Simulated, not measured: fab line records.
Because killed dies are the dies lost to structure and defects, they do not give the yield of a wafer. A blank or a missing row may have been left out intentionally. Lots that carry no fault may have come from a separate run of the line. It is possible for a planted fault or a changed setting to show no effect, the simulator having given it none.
A lot that was struck, set against a sound lot	flow n5 finfet	15 steps out of a route of 1938
Sound: wafers L329.1, L329.3, L329.4. Struck: wafer L334.1. (L334.2, L334.5 of the same lot were not struck and are left out.) The cause comes at the end.
For every step that has rows: the tool of each side, followed by ch and its chambers, followed by its first start. Under that, the readings that differ: sound wafers	struck wafers	difference of the means	sigmas: that difference in standard deviations of wafers without a fault.
alike: words and numbers the same on both sides, and readings whose means are apart by under 2 such deviations; not compared: readings that were withheld, readings missing a value for some wafer, numbers with overlapping values and no deviation given by the record, and bounds like >300 which may hide the same value.
The two part at a step that has a row with sigmas, a row that says differs or no value, or rows on one side only. Non-overlapping numbers with no deviation appear without sigmas and do not part them. Lack of a reading on every wafer of one side parts them only where that side has two or more wafers.

first, 1 step without rows for these wafers: N5_BEOL_M15_ANNEAL_48 (time 90 s).
N5_BEOL_M15_CMP_49: polishes, stops on SiO2, t overpolish 4.9 s, target thk 850 nm.
  sound on cmp-03 ch 1,2,3, day 13 13:57; struck on cmp-03 ch 3, day 13 20:11
  alike: barrier field endpoint s, motor current A, overpolish run s
N5_BEOL_M15_THK_MEAS_50: measures by xrf.
  struck on film metro-01, day 13 20:29; sound on film metro-01, day 13 14:15
  alike: M15_THK
then, 1 step without rows for these wafers: N5_BEOL_M15_PRE_CLEAN_52 (time 15 s).
N5_BEOL_M15_DEP_53: deposits SiCN from 3MS/NH3, target thk 50 nm, time 17.8 s.
  sound on pecvd-04 ch 0,1, day 13 14:19; struck on pecvd-04 ch 2, day 13 20:33
reading	sound	struck	difference	sigmas
throttle valve pct (%)	19.6 19.2 19.6	16.8	-2.7	-3
  alike: showerhead plenum p Torr
N5_BEOL_M15_RS_MEAS_54: the measuring method here is four-point-probe.
  struck on film metro-01, day 13 20:37; sound on film metro-01, day 13 14:23
  alike: M15_RS
N5_BEOL_M15_INSPECT_55: inspects for defects (darkfield).
  struck on defect inspect-02, day 13 20:38; sound on defect inspect-02, day 13 14:29
  alike: raw defect count
N5_BEOL_M15_RC_MEAS_101:
  sound on prober-02 ch 0, day 13 14:31; struck on prober-02 ch 0, day 13 20:40
reading	sound	struck	difference	sigmas
COMB_M10 (S/m)	1.7e-11 2.3e-11 2.2e-11	1.1e-11	-9.7e-12	-3
  alike: COMB_M11, COMB_M12, COMB_M12_max_site, COMB_M13, COMB_M14, COMB_M15, COMB_M5, COMB_M5_max_site, COMB_M6, COMB_M7, COMB_M8, COMB_M9, SERP_M10, SERP_M11, SERP_M11_max_site, SERP_M12, SERP_M13, SERP_M14, SERP_M5, SERP_M6, SERP_M7, SERP_M8, SERP_M9
N5_PASSIVATION_PECVD_00: deposits SiO2 from SiH4/N2O, target thk 200 nm, time 11.2 s.
  sound on pecvd-01 ch 0,1, day 13 15:28; struck on pecvd-04 ch 2, day 13 21:38
reading	sound	struck	difference	sigmas
heater power w (W)	756 670 708	511	-200	-2
  alike: showerhead plenum p Torr, throttle valve pct
then, 1 step without rows for these wafers: N5_MIM_BOT_DEGAS_01 (time 60 s).
N5_MIM_BOT_SPUTTER_00: material TiN, target thk 35 nm, time 89.7 s.
  struck on pvd sputter-03, day 13 22:08; sound on pvd sputter-01, day 13 16:35
  alike: throttle valve pct
N5_MIM_TOP_ALD_00: deposits Al2O3, purge time 3 s, co reactant pulse time 3 s.
  sound on ald hk-01 ch 0,1,2, day 13 16:41; struck on ald hk-01 ch 0, day 13 22:14
  alike: precursor pulse height rel
N5_MIM_TOP_ALD_01: deposits HfO2, target thk 5.6 nm, pulse time 1 s, purge time 3 s.
  sound on ald hk-01 ch 0,1,2, day 13 16:00; struck on ald hk-01 ch 0, day 13 22:00
reading	sound	struck	difference	sigmas
ald cycles	62 62 62	32	-30	
model.HfO2_of_MIM_TOP_ALD_01.thk nm (nm)	5.6 5.6 5.6	2.8	-2.8	
  alike: precursor pulse height rel
then, 1 step without rows for these wafers: N5_MIM_TOP_ALD_02 (deposits Al2O3, purge time 3 s, co reactant pulse time 3 s).
N5_PASSIVATION_PROBE_49:
  record: rows for the struck wafers here (prober-01, day 14 09:48), none for the sound ones

WHERE THEY PART
First at N5_BEOL_M15_DEP_53; last, within this record, at N5_PASSIVATION_PROBE_49.

WHY: the cause the simulator had injected
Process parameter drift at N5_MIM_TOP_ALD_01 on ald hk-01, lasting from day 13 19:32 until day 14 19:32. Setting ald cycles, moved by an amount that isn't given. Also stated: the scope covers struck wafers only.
